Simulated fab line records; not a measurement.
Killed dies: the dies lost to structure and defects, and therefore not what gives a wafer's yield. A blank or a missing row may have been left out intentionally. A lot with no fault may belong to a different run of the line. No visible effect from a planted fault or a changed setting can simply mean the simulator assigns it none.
What tool caused it?	flow n5Finfet	Sampling: 24 lots, 72 wafers, 5 of 1938 route steps

WHAT THE GAUGES SHOWED, per wafer
N5_BEOL_M3_CD_MEAS_18: pitch 36 nm, target cd 18 nm. Usual: cdNm reads 18.1 nm (standard deviation 0.51).
lot	measured	on	cdNm (nm)	flag
L074	day 6 22:48	cdSem-03	18.1 18.1 18.2	
L075	day 7 05:01	cdSem-01	17.4 18.5 18.3	
L077	day 7 16:30	cdSem-01	18.1 18.8 17.5	
L076	day 7 19:38	cdSem-03	17.3 18.4 17.9	
L079	day 8 07:41	cdSem-01	18.3 18.8 17.8	
L078	day 8 10:35	cdSem-02	18.0 18.7 17.8	
L080	day 8 22:22	cdSem-02	17.8 18.8 18.3	
L081	day 8 23:31	cdSem-03	17.5 18.6 18.5	
L083	day 9 05:38	cdSem-03	18.7 17.2 18.3	
L082	day 9 07:46	cdSem-02	18.7 17.5 19.2	
L084	day 9 16:31	cdSem-02	17.7 18.6 16.9	
L085	day 9 21:50	cdSem-01	18.2 18.0 18.8	
L086	day 10 15:12	cdSem-02	18.5 18.4 17.3	
L087	day 10 21:34	cdSem-02	17.5 18.2 17.6	
L088	day 10 22:57	cdSem-03	18.4 17.8 18.6	
L089	day 11 00:58	cdSem-01	17.7 17.7 17.5	
L090	day 11 06:23	cdSem-01	17.0 17.9 17.3	
L091	day 11 11:51	cdSem-03	18.3 17.7 18.1	
L092	day 11 17:08	cdSem-02	17.5 17.5 17.5	
L094	day 12 01:00	cdSem-03	17.6 18.3 17.8	
L093	day 12 11:54	cdSem-01	18.0 18.4 18.3	
L095	day 12 18:30	cdSem-02	18.1 18.4 18.0	
L096	day 13 01:00	cdSem-02	18.4 17.8 18.1	
L097	day 13 06:05	cdSem-03	18.7 17.7 18.3	

N5_BEOL_M3_CD_MEAS_35: target cd 18 nm, target cd y 21 nm. Usual: cdNm reads 18.1 nm (standard deviation 0.56).
lot	measured	on	cdNm (nm)	flag
L074	day 7 00:46	cdSem-01	17.9 18.4 18.9	
L075	day 7 06:46	cdSem-02	17.1 18.3 18.1	
L077	day 7 20:50	cdSem-01	18.6 19.0 18.0	
L076	day 8 02:20	cdSem-01	17.9 18.3 17.6	
L079	day 8 09:26	cdSem-02	17.3 18.6 17.8	
L078	day 8 18:08	cdSem-02	17.7 19.1 17.7	
L080	day 9 00:52	cdSem-01	18.1 18.8 18.7	
L081	day 9 07:13	cdSem-03	17.8 18.1 18.5	
L083	day 9 07:13	cdSem-01	18.3 17.0 18.6	
L082	day 9 10:56	cdSem-02	18.6 17.7 18.7	
L084	day 9 19:53	cdSem-01	17.8 17.8 17.1	
L085	day 10 01:01	cdSem-03	18.2 18.0 18.5	
L086	day 10 16:45	cdSem-03	17.7 18.3 17.1	
L087	day 11 01:57	cdSem-02	17.3 18.3 18.1	
L088	day 11 02:25	cdSem-01	17.6 17.7 18.2	
L089	day 11 06:10	cdSem-01	17.5 17.6 17.5	
L090	day 11 15:17	cdSem-02	17.3 17.7 17.1	
L091	day 11 16:12	cdSem-03	18.2 18.2 17.7	
L092	day 11 20:12	cdSem-02	17.4 16.8 17.7	
L094	day 12 10:05	cdSem-01	17.9 17.8 17.8	
L093	day 12 13:35	cdSem-01	17.9 18.5 18.7	
L095	day 12 20:15	cdSem-01	18.1 18.5 18.0	
L096	day 13 04:09	cdSem-02	18.4 17.7 18.5	
L097	day 14 06:01	cdSem-01	18.2 17.6 18.3	

EACH LOT AND THE TOOL THAT RAN IT (in order: tool; ch and the chambers of the sampled wafers; start)
lot	N5_BEOL_M2_DEGAS_44	N5_BEOL_M2_PRE_CLEAN_45	N5_BEOL_M2_ANNEAL_80
L074	pvdSputter-01, day 6 16:45	pvdSputter-01, day 6 16:47	pvdSputter-01, day 6 18:01
L075	pvdSputter-02, day 6 22:16	pvdSputter-02, day 6 22:19	pvdSputter-03, day 6 23:41
L077	pvdSputter-03, day 7 10:47	pvdSputter-03, day 7 10:49	pvdSputter-01, day 7 12:00
L076	pvdSputter-01, day 7 11:00	pvdSputter-01, day 7 11:02	pvdSputter-03, day 7 13:23
L079	pvdSputter-03, day 8 02:05	pvdSputter-03, day 8 02:07	pvdSputter-01, day 8 02:59
L078	pvdSputter-02, day 8 05:37	pvdSputter-02, day 8 05:39	pvdSputter-02, day 8 06:28
L080	pvdSputter-03, day 8 09:37	pvdSputter-03, day 8 09:40	pvdSputter-03, day 8 10:47
L081	pvdSputter-01, day 8 18:22	pvdSputter-01, day 8 18:25	pvdSputter-03, day 8 19:17
L083	pvdSputter-01, day 8 21:57	pvdSputter-01, day 8 21:59	pvdSputter-01, day 8 23:15
L082	pvdSputter-02, day 9 01:26	pvdSputter-02, day 9 01:29	pvdSputter-02, day 9 02:34
L084	pvdSputter-03, day 9 08:05	pvdSputter-03, day 9 08:07	pvdSputter-01, day 9 10:50
L085	pvdSputter-02, day 9 16:49	pvdSputter-02, day 9 16:52	pvdSputter-03, day 9 17:53
L086	pvdSputter-03, day 10 10:26	pvdSputter-03, day 10 10:29	pvdSputter-03, day 10 11:22
L087	pvdSputter-03, day 10 14:53	pvdSputter-03, day 10 14:55	pvdSputter-02, day 10 16:05
L088	pvdSputter-02, day 10 17:46	pvdSputter-02, day 10 17:49	pvdSputter-01, day 10 18:52
L089	pvdSputter-02, day 10 18:17	pvdSputter-02, day 10 18:20	pvdSputter-03, day 10 20:23
L090	pvdSputter-01, day 10 22:48	pvdSputter-01, day 10 22:50	pvdSputter-02, day 11 00:08
L091	pvdSputter-02, day 11 06:55	pvdSputter-02, day 11 06:58	pvdSputter-01, day 11 07:55
L092	pvdSputter-02, day 11 10:46	pvdSputter-02, day 11 10:48	pvdSputter-01, day 11 13:25
L094	pvdSputter-02, day 11 20:22	pvdSputter-02, day 11 20:24	pvdSputter-02, day 11 21:17
L093	pvdSputter-01, day 12 07:08	pvdSputter-01, day 12 07:10	pvdSputter-02, day 12 08:04
L095	pvdSputter-01, day 12 10:49	pvdSputter-01, day 12 10:51	pvdSputter-03, day 12 13:21
L096	pvdSputter-02, day 12 17:17	pvdSputter-02, day 12 17:20	pvdSputter-03, day 12 18:34
L097	pvdSputter-03, day 13 01:00	pvdSputter-03, day 13 01:03	pvdSputter-02, day 13 02:08
- N5_BEOL_M2_DEGAS_44: time 60 s.
- N5_BEOL_M2_PRE_CLEAN_45: time 30 s.
- N5_BEOL_M2_ANNEAL_80: time 240 s.

AS READ BY THE TOOLS THEMSELVES (means over the sampled wafers that have a number; for cases with no such wafer, the mark the record gives instead)
N5_BEOL_M2_DEGAS_44. Usual: heaterPowerW 323 W, standard deviation 31; susceptorTempC 250.05 C, standard deviation 0.18.
lot	tool	heaterPowerW (W)	susceptorTempC (C)	flag
L074	pvdSputter-01	316	250.06	
L075	pvdSputter-02	341	250.01	
L077	pvdSputter-03	317	250.02	
L076	pvdSputter-01	322	249.98	
L079	pvdSputter-03	315	250.17	
L078	pvdSputter-02	336	250.09	
L080	pvdSputter-03	286	250.10	
L081	pvdSputter-01	335	250.01	
L083	pvdSputter-01	330	250.18	
L082	pvdSputter-02	349	250.08	
L084	pvdSputter-03	293	250.20	
L085	pvdSputter-02	335	250.04	
L086	pvdSputter-03	325	249.78	
L087	pvdSputter-03	318	250.07	
L088	pvdSputter-02	346	250.10	
L089	pvdSputter-02	340	250.03	
L090	pvdSputter-01	323	250.04	
L091	pvdSputter-02	332	250.16	
L092	pvdSputter-02	329	250.04	
L094	pvdSputter-02	338	250.23	
L093	pvdSputter-01	310	250.16	
L095	pvdSputter-01	329	250.03	
L096	pvdSputter-02	334	250.07	
L097	pvdSputter-03	354	249.86	

N5_BEOL_M2_PRE_CLEAN_45. Usual: heaterPowerW 324 W, standard deviation 30; susceptorTempC 250.02 C, standard deviation 0.19.
lot	tool	heaterPowerW (W)	susceptorTempC (C)	flag
L074	pvdSputter-01	320	249.88	
L075	pvdSputter-02	343	249.96	
L077	pvdSputter-03	316	249.87	
L076	pvdSputter-01	327	250.17	
L079	pvdSputter-03	318	249.78	
L078	pvdSputter-02	333	249.94	
L080	pvdSputter-03	283	250.08	
L081	pvdSputter-01	328	249.81	
L083	pvdSputter-01	333	250.02	
L082	pvdSputter-02	352	249.86	
L084	pvdSputter-03	296	250.00	
L085	pvdSputter-02	339	249.95	
L086	pvdSputter-03	325	249.92	
L087	pvdSputter-03	320	249.99	
L088	pvdSputter-02	335	250.17	
L089	pvdSputter-02	345	249.95	
L090	pvdSputter-01	318	249.85	
L091	pvdSputter-02	337	249.97	
L092	pvdSputter-02	333	250.24	
L094	pvdSputter-02	335	250.07	
L093	pvdSputter-01	312	250.04	
L095	pvdSputter-01	331	249.99	
L096	pvdSputter-02	336	250.21	
L097	pvdSputter-03	352	250.02	

N5_BEOL_M2_ANNEAL_80. Usual: heaterPowerW 797 W, standard deviation 82; susceptorTempC 399.99 C, standard deviation 0.23.
lot	tool	heaterPowerW (W)	susceptorTempC (C)	flag
L074	pvdSputter-01	811	399.91	
L075	pvdSputter-03	687	400.04	
L077	pvdSputter-01	848	400.32	
L076	pvdSputter-03	781	399.97	
L079	pvdSputter-01	793	399.81	
L078	pvdSputter-02	837	400.04	
L080	pvdSputter-03	707	399.98	
L081	pvdSputter-03	782	400.14	
L083	pvdSputter-01	793	400.01	
L082	pvdSputter-02	877	400.27	
L084	pvdSputter-01	805	399.83	
L085	pvdSputter-03	708	399.71	
L086	pvdSputter-03	715	400.07	
L087	pvdSputter-02	852	400.05	
L088	pvdSputter-01	806	399.93	
L089	pvdSputter-03	732	399.85	
L090	pvdSputter-02	849	400.10	
L091	pvdSputter-01	791	399.95	
L092	pvdSputter-01	785	400.21	
L094	pvdSputter-02	822	400.05	
L093	pvdSputter-02	826	400.05	
L095	pvdSputter-03	691	400.01	
L096	pvdSputter-03	854	400.08	
L097	pvdSputter-02	822	399.68	

THE ANSWER, worked out from the rows above alone
Rule: a lot counts as off when the mean over its wafers that have a number is more than 3 standard deviations away from the usual mean. Also off: a lot with no number at a reading for which 4 or more lots have one. Any other lot the step has rows for is counted as sound. After the gauges, taken in route order, come the tools' own readings; for these a lot's mean is taken, as printed above. At the first step where some lot is off, the reading lying furthest off is the one used; lots without a number count as furthest.
Across all readings shown, no lot is off: no conclusion can be drawn from this.

WHAT THE SIMULATOR PUT IN
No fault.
